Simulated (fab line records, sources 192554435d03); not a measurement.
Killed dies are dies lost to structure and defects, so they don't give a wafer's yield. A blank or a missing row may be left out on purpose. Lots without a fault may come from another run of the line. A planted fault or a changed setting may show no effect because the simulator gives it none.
fab line records | flow n5_finfet
record lots=6 wafers=18 last_day=17
route steps=1938 shown BEOL_M12@1639
lots that met no fault: from a run of the same line without faults
start_h: hours from the record's first day to the start of the lot's first wafer shown | wait_h: hours since the lot's step before | " the same as in the row above | L1.1+2: a row that stands for several wafers | - no value, or no start given | * or withheld: withheld | < > ~ a bound
route shown NAME@n: a module of which the file shows steps, and the number in the route of the first | usual: mean/standard deviation of fault-free wafers | same: alike in all rows | chamber/n: place in a boat | sites: the reading at each site | _std_site: their standard deviation | _edge_site: outer sites' mean less inner sites' | radius_mm: how far each site lies from the wafer's centre | mask NAME#n: copy n | behind: the tool/chamber that last shaped the wafer | hold: why the lot was held/for how many hours/how that ended | device: the transistor (n, p or np) that didn't switch | end of line: the same wafers' tests at the end of the route | a step without rows: its recipe alone | killed: dies lost to structure and defects at the first sort, not the wafer's yield | map: a wafer's dies, x killed, . not, _ none there
set.NAME: the setting as run; set.NAME@STEP: as run at that earlier step | model.NAME: the simulator's own value behind a step, which no gauge read
lots at some steps of the route; a table a step, a row a wafer
services: from which hour (start_h, from the record's first day; less than 0 if before it) a tool's chamber was out of use, for how many hours, and why
## steps
# step N5_BEOL_M12_TRENCH_ETCH_34
# recipe chemistry=C4F8/O2/Ar target=SiOC target_depth_a=3189.5 mask_material=SOC pressure_mtorr=30 source_w=3000 bias_w=700 Ar_flow_sccm=400 C4F8_flow_sccm=15 O2_flow_sccm=8 he_inner_torr=15 he_outer_torr=30 time_s=125.5 ion_energy_ev=250
# step N5_BEOL_M12_STRIP_70
# recipe chemistry=C4F8/O2/Ar resist=SiARC rf_frequency_hz=6e+07
# step N5_BEOL_M12_OCD_MEAS_35
# usual trench_depth_nm=317/3.9
# columns lot.wafer tool chamber start_h wait_h trench_depth_nm
L918.3 ocd-01 - 249.62 0.0 307
L918.5 " - " " 311
L918.6 " - " " 317
L921.1 ocd-01 - 263.71 0.0 310
L921.4 " - " " 320
L921.6 " - " " 316
L923.3 ocd-02 - 281.00 0.0 316
L923.4 " - " " 316
L923.6 " - " " 319
L928.1 ocd-02 - 319.77 0.0 316
L928.2 " - " " 316
L928.4 " - " " 318
L935.2 ocd-02 - 364.88 0.0 316
L935.3 " - " " 319
L935.6 " - " " 313
L936.3 ocd-02 - 375.37 0.0 313
L936.4 " - " " 314
L936.5 " - " " 315
# step N5_BEOL_M12_STRIP_37
# recipe chemistry=N2/H2 power_w=1000 temp_c=250 h2_frac=0.65 overash_fraction=0.3 pressure_mtorr=withheld n2_flow_sccm=1750 h2_flow_sccm=3250
# usual drypump_motor_current_A=5.5/0.49 heater_power_w=308/10 oes_product_au=0.790/0.0099
# columns lot.wafer tool chamber start_h wait_h drypump_motor_current_A heater_power_w oes_product_au rf_hours_counter_h
L918.3 plasma_asher-01 0 249.68 0.1 5.0 327 0.802 -
L918.5 " 0 " " 4.9 323 0.794 -
L918.6 " 1 " " 5.6 291 0.765 -
L921.1 plasma_asher-01 1 263.75 0.0 5.6 309 0.785 75
L921.4 " 0 " " 5.0 323 0.786 -
L921.6 " 1 " " 5.6 306 0.785 -
L923.3 plasma_asher-01 0 281.06 0.1 4.9 322 0.780 -
L923.4 " 1 " " 5.6 310 0.791 -
L923.6 " 1 " " 5.6 302 0.806 -
L928.1 plasma_asher-01 0 319.81 0.0 4.9 317 0.775 82
L928.2 " 1 " " 5.6 311 0.804 82
L928.4 " 0 " " 5.0 324 0.791 -
L935.2 plasma_asher-02 0 364.92 0.0 6.4 301 0.786 151
L935.3 " 1 " " 5.5 295 0.776 -
L935.6 " 0 " " 6.3 302 0.801 -
L936.3 plasma_asher-01 1 375.43 0.1 5.6 300 0.786 -
L936.4 " 0 " " 4.9 318 0.792 -
L936.5 " 1 " " 5.5 310 0.784 -
# step N5_BEOL_M12_ETCH_38
# recipe chemistry=CF4/N2 target=SiCN target_depth_a=687 taper_deg=2 time_s=73.4 ion_energy_ev=150 mask_material=SiO2 pressure_mtorr=40 source_w=430 bias_w=70 Ar_flow_sccm=100 cf4_flow_sccm=60 n2_flow_sccm=60
# step N5_BEOL_M12_PRECLEAN_39
# recipe chemistry=residue_remover time_s=60 temp_c=40
# step N5_BEOL_M12_SRD_40
# recipe time_s=30 temp_c=23 rinse_liquid=diw dry=n2_spin spin_rpm=1500 dry_time_s=30
# step N5_BEOL_M12_DEGAS_41
# recipe ambient=vacuum temp_c=250 time_s=60
# step N5_BEOL_M12_PRE_CLEAN_42
# recipe gas=H2/He time_s=30 temp_c=250
# usual heater_power_w=325/31
# columns lot.wafer tool chamber start_h wait_h heater_power_w
L918.3 pvd_sputter-03 - 250.94 0.0 348
L918.5 " - " " 256
L918.6 " - " " 294
L921.1 pvd_sputter-01 - 266.27 0.0 358
L921.4 " - " " 279
L921.6 " - " " 341
L923.3 pvd_sputter-01 - 285.62 0.0 361
L923.4 " - " " 354
L923.6 " - " " 342
L928.1 pvd_sputter-01 - 321.12 0.0 353
L928.2 " - " " 339
L928.4 " - " " 350
L935.2 pvd_sputter-02 - 366.12 0.0 325
L935.3 " - " " 333
L935.6 " - " " 340
L936.3 pvd_sputter-02 - 379.22 0.0 355
L936.4 " - " " 323
L936.5 " - " " 362
# step N5_BEOL_M12_SPUTTER_43
# recipe material=TaN target_thk_a=150 temp_c=50 bias_v=168.6 power_w=15000 chamber_pressure_pa=0.12 time_s=24.19
# usual throttle_valve_pct=29.5/1.2
# columns lot.wafer tool chamber start_h wait_h throttle_valve_pct
L918.3 pvd_sputter-03 - 250.98 0.0 31.6
L918.5 " - " " 29.6
L918.6 " - " " 30.9
L921.1 pvd_sputter-01 - 266.31 0.0 30.2
L921.4 " - " " 29.3
L921.6 " - " " 28.2
L923.3 pvd_sputter-01 - 285.66 0.0 30.4
L923.4 " - " " 27.6
L923.6 " - " " 28.4
L928.1 pvd_sputter-01 - 321.16 0.0 30.1
L928.2 " - " " 28.6
L928.4 " - " " 27.6
L935.2 pvd_sputter-02 - 366.16 0.0 29.4
L935.3 " - " " 30.0
L935.6 " - " " 30.1
L936.3 pvd_sputter-02 - 379.26 0.0 29.0
L936.4 " - " " 30.0
L936.5 " - " " 28.6
# step N5_BEOL_M12_SPUTTER_44
# recipe material=Ta target_thk_a=100 temp_c=50 bias_v=80 power_w=15000 chamber_pressure_pa=0.07 time_s=16.13
# usual throttle_valve_pct=29.5/1.2
# columns lot.wafer tool chamber start_h wait_h throttle_valve_pct
L918.3 pvd_sputter-03 - 251.06 0.0 32.0
L918.5 " - " " 29.6
L918.6 " - " " 31.1
L921.1 pvd_sputter-01 - 266.39 0.0 30.2
L921.4 " - " " 29.3
L921.6 " - " " 28.4
L923.3 pvd_sputter-01 - 285.74 0.0 30.1
L923.4 " - " " 27.6
L923.6 " - " " 27.9
L928.1 pvd_sputter-01 - 321.25 0.0 30.1
L928.2 " - " " 27.9
L928.4 " - " " 27.5
L935.2 pvd_sputter-02 - 366.24 0.0 29.2
L935.3 " - " " 30.1
L935.6 " - " " 30.1
L936.3 pvd_sputter-02 - 379.34 0.0 29.0
L936.4 " - " " 29.7
L936.5 " - " " 28.8
# step N5_BEOL_M12_SPUTTER_45
# recipe material=Cu target_thk_a=800 temp_c=-20 bias_v=60 power_w=26000 chamber_pressure_pa=0.13 time_s=13.33
# usual throttle_valve_pct=29.5/1.1
# columns lot.wafer tool chamber start_h wait_h throttle_valve_pct
L918.3 pvd_sputter-03 - 251.14 0.0 32.0
L918.5 " - " " 29.4
L918.6 " - " " 31.2
L921.1 pvd_sputter-01 - 266.47 0.0 29.9
L921.4 " - " " 29.2
L921.6 " - " " 28.1
L923.3 pvd_sputter-01 - 285.82 0.0 30.4
L923.4 " - " " 27.6
L923.6 " - " " 28.3
L928.1 pvd_sputter-01 - 321.33 0.0 30.4
L928.2 " - " " 27.9
L928.4 " - " " 27.6
L935.2 pvd_sputter-02 - 366.32 0.0 29.4
L935.3 " - " " 29.9
L935.6 " - " " 29.9
L936.3 pvd_sputter-02 - 379.42 0.0 29.0
L936.4 " - " " 30.1
L936.5 " - " " 28.9
# step N5_BEOL_M12_ECD_47
# recipe material=Cu target_thk_a=7200
# columns lot.wafer tool chamber start_h wait_h model.Cu_of_BEOL_M12_ECD_47.thk_nm
L918.3 ecd_cu-02 0 251.30 0.1 716.8
L918.5 " 0 " " 719.8
L918.6 " 1 " " 721.6
L921.1 ecd_cu-01 0 266.59 0.1 723.4
L921.4 " 1 " " 714.8
L921.6 " 1 " " 719.4
L923.3 ecd_cu-01 1 285.98 0.1 1350
L923.4 " 0 " " 1355
L923.6 " 1 " " 717.4
L928.1 ecd_cu-01 1 321.46 0.1 722.2
L928.2 " 0 " " 725
L928.4 " 1 " " 1357
L935.2 ecd_cu-02 0 366.44 0.1 720.2
L935.3 " 0 " " 733.8
L935.6 " 1 " " 731.4
L936.3 ecd_cu-02 0 379.58 0.1 720.8
L936.4 " 1 " " 711.2
L936.5 " 0 " " 715.8
# step N5_BEOL_M12_ANNEAL_48
# recipe temp_c=225 time_s=90 ambient=N2
## services
# columns tool chamber start_h hours kind
ecd_cu-01 - 285.38 0.4 repair
ecd_cu-01 - 286.87 0.9 repair
ecd_cu-01 - 294.30 0.4 repair
plasma_asher-01 - 295.45 15.6 pm
plasma_asher-02 - 311.06 2.8 pm
pvd_sputter-03 - 328.74 2.3 repair
pvd_sputter-01 - 359.72 0.6 repair
ecd_cu-01 - 362.02 4.6 pm
## key
first_sign none at tools or gauges
model_effect step=N5_BEOL_M12_ECD_47 value=Cu_of_BEOL_M12_ECD_47.thk_nm without=721.1 struck=1354
met_at N5_BEOL_M12_ECD_47
struck_wafers L923.3,L923.4,L928.4
baseline_loss step=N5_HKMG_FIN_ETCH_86 wafers=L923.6
onset_between 266.59 285.98
fault kind=process_parameter_drift tool=ecd_cu-01 chamber=- onset_h=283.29 steps=N5_BEOL_M12_ECD_47 channel=target_thk_a offset=* shape=step end_h=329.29 scope=struck_wafers_only acts_in=* stated=*
# baseline_loss: these wafers lose ten dies or more at that step, a loss of the line's own and not of a fault; the sort's usual values leave them out
